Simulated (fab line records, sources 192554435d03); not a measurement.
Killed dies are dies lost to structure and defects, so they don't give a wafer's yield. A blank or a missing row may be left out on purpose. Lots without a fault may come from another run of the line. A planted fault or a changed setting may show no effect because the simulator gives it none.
Split-lot experiment | flow n5_finfet | 7 lots, 21 wafers read, on a route of 1938 steps

THE SPLIT
At N5_BEOL_M5_COAT_66 (time 60 s, resist thk 12 nm), the setting spin_rpm was moved away from the recipe's 1500 rpm on 6 of the 21 wafers read, by +3.8% to +7.8%. The other wafers ran this setting at the recipe's value.

FROM THE SPLIT TO THE READING: what the file shows between them, 4 steps
- N5_BEOL_M5_COAT_74: time 60 s, resist thk 5 nm
- N5_BEOL_M5_COAT_22: resist thk 30 nm
- N5_BEOL_M5_DESCUM_33: chemistry O2, time 7 s
- N5_BEOL_M5_ETCH_75: etches underlayer in N2/H2, target depth 6.5 nm, time 5.2 s

THE READING
etch.depth_nm (the simulator's own value, which no gauge read), in nm, at N5_BEOL_M5_ETCH_67 (etches SiARC in CF4, target depth 15.6 nm, time 26 s). The file gives no usual value for it. The 15 wafers here that ran the recipe average 11.99 nm, standard deviation 0.022 nm.

wafer  | tool, chamber at the split | spin_rpm as run, rpm | against the recipe | etch.depth_nm, nm | against lot-mates on the recipe
L074.1 | litho_track-02, 0          | 1557                 | +3.8%              | 11.8              | -0.23
L074.2 | litho_track-02, 0          | 1557                 | +3.8%              | 11.82             | -0.21
L074.5 | litho_track-02, 0          | 1500                 | recipe             | 12.03             | -
L079.1 | litho_track-02, 0          | 1500                 | recipe             | 11.98             | -
L079.3 | litho_track-02, 0          | 1500                 | recipe             | 11.95             | -
L079.4 | litho_track-02, 0          | 1617                 | +7.8%              | 11.49             | -0.47
L087.1 | litho_track-04, 0          | 1500                 | recipe             | 12.02             | -
L087.4 | litho_track-04, 0          | 1500                 | recipe             | 11.98             | -
L087.6 | litho_track-04, 0          | 1500                 | recipe             | 11.99             | -
L088.3 | litho_track-04, 0          | 1587                 | +5.8%              | 11.64             | no lot-mate on the recipe
L088.4 | litho_track-04, 0          | 1587                 | +5.8%              | 11.64             | no lot-mate on the recipe
L088.5 | litho_track-04, 0          | 1587                 | +5.8%              | 11.66             | no lot-mate on the recipe
L089.3 | litho_track-02, 0          | 1500                 | recipe             | 11.97             | -
L089.5 | litho_track-02, 0          | 1500                 | recipe             | 12                | -
L089.6 | litho_track-02, 0          | 1500                 | recipe             | 11.95             | -
L094.1 | litho_track-02, 0          | 1500                 | recipe             | 12                | -
L094.2 | litho_track-02, 0          | 1500                 | recipe             | 11.98             | -
L094.4 | litho_track-02, 0          | 1500                 | recipe             | 11.99             | -
L097.1 | litho_track-04, 0          | 1500                 | recipe             | 11.98             | -
L097.2 | litho_track-04, 0          | 1500                 | recipe             | 12                | -
L097.6 | litho_track-04, 0          | 1500                 | recipe             | 12.01             | -

THE FIT
A straight line over all 21 wafers: etch.depth_nm changes by -0.0592 nm for each +1% of spin_rpm; r = -0.99; the points scatter about the line by 0.026 nm.
The same after taking each lot's own level away (the mean of its wafers on the recipe; 18 wafers): -0.06 nm for each +1%; r = -0.99; scatter 0.015 nm.
On that fit, the largest move of spin_rpm shifts the reading by 0.47 nm.
The lots' own levels span 11.965 to 12.030 nm, that is 3.0 times the standard deviation above.
So the lot-to-lot level changes the slope little: the two slopes agree.
Check: with one of the wafers moved furthest among these (+7.8%) left out of the fit, the line predicts -0.452 nm for it against its lot-mates. It came out at -0.475 nm against them.

OTHER SPLITS ON THESE WAFERS
These wafers also went through other splits before the reading. Each is held against what the fit with the lots' levels taken away leaves over:
other split on the same wafers | wafers away from the commonest value | r with etch.depth_nm (lot level and that fit taken away)
N5_BEOL_M2_ETCH_69 bias_w      | 9                                    | +0.00
N5_BEOL_M5_ETCH_72 bias_w      | 7                                    | -0.07

THE WHOLE CHAIN: every reading that the file lists as answering this split, in the file's order
step               | what it does                                         | reading                                                                          | change (the file's fit)                | r (the file's)
N5_BEOL_M5_COAT_66 | time 60 s, resist thk 12 nm                          | SiARC_of_BEOL_M5_COAT_66.thk_nm (the simulator's own value, which no gauge read) | -0.0723 nm for each +1% of the setting | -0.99
N5_BEOL_M5_ETCH_67 | etches SiARC in CF4, target depth 15.6 nm, time 26 s | etch.depth_nm (the simulator's own value, which no gauge read)                   | -0.0604 nm for each +1% of the setting | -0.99

THE FILE'S OWN FIT
etch.depth_nm changes by -0.0604 nm for each +1% of spin_rpm, r = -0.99.
